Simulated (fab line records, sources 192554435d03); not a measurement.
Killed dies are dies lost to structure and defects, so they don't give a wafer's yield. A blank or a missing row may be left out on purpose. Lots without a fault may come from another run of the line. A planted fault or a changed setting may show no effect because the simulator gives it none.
Chamber matching | flow n5_finfet | N5_SD_EPI_N_ETCH_16 on rie_diel-03: 4 sister chambers
The step etches SiO2 in CHF3/O2, target depth 5 nm. 16 wafers are shown with their chamber, then 8 later ones without.

WAFERS WITH THEIR CHAMBER
wafer  | chamber | rf_vpp_V (V) | drypump_motor_current_A (A) | showerhead_plenum_p_Torr (Torr)
L075.3 | 2       | 532          | 5.4                         | 2.46
L075.4 | 3       | 531          | 5.5                         | 2.48
L075.6 | 2       | 533          | 5.3                         | 2.46
L079.2 | 0       | 505          | 5.8                         | 2.39
L079.3 | 3       | 531          | 5.4                         | 2.48
L079.6 | 0       | 505          | 5.8                         | 2.39
L087.3 | 1       | 548          | 6.4                         | 2.44
L087.5 | 1       | 548          | 6.3                         | 2.44
L087.6 | 0       | 506          | 5.8                         | 2.39
L089.3 | 0       | 507          | 5.8                         | 2.38
L089.4 | 2       | 532          | 5.3                         | 2.45
L089.6 | 3       | 531          | 5.5                         | 2.47
L090.2 | 3       | 531          | 5.4                         | 2.47
L090.4 | 2       | 530          | 5.3                         | 2.45
L090.5 | 0       | 505          | 5.8                         | 2.38
L092.1 | 2       | 531          | 5.3                         | 2.45

SIGNATURES (means of the wafers above)
reading                  | chamber 0 | chamber 1 | chamber 2 | chamber 3 | scatter within a chamber
rf_vpp_V                 | 505.60    | 548.00    | 531.60    | 531.00    | 0.837
drypump_motor_current_A  | 5.800     | 6.350     | 5.320     | 5.450     | 0.0438
showerhead_plenum_p_Torr | 2.3860    | 2.4400    | 2.4540    | 2.4750    | 0.00532
Rule: a wafer's distance from a chamber is the root of the sum, over the readings, of the square of ((its reading less the chamber's mean) divided by the reading's scatter). The wafer belongs to the nearest chamber; if the next one is less than 2 further off, it can't be placed. The scatter: the root of (the sum of the squares of (reading less its chamber's mean) over the shown wafers, divided by (wafers less chambers)).

WAFERS WITHOUT THEIR CHAMBER
wafer  | rf_vpp_V (V) | drypump_motor_current_A (A) | showerhead_plenum_p_Torr (Torr)
L092.4 | 504          | 5.8                         | 2.38
L092.6 | 530          | 5.4                         | 2.47
L094.2 | 548          | 6.3                         | 2.43
L094.3 | 531          | 5.4                         | 2.47
L094.5 | 530          | 5.5                         | 2.47
L095.4 | 532          | 5.3                         | 2.44
L095.5 | 530          | 5.3                         | 2.44
L095.6 | 531          | 5.5                         | 2.47

WHICH CHAMBER EACH WENT THROUGH
wafer  | from the rows above | in truth
L092.4 | 0                   | 0
L092.6 | 3                   | 3
L094.2 | 1                   | 1
L094.3 | 3                   | 3
L094.5 | 3                   | 3
L095.4 | 2                   | 2
L095.5 | 2                   | 2
L095.6 | 3                   | 3
Placed correctly: 8 of 8. Can't be placed from these rows: 0. Placed wrongly: 0.
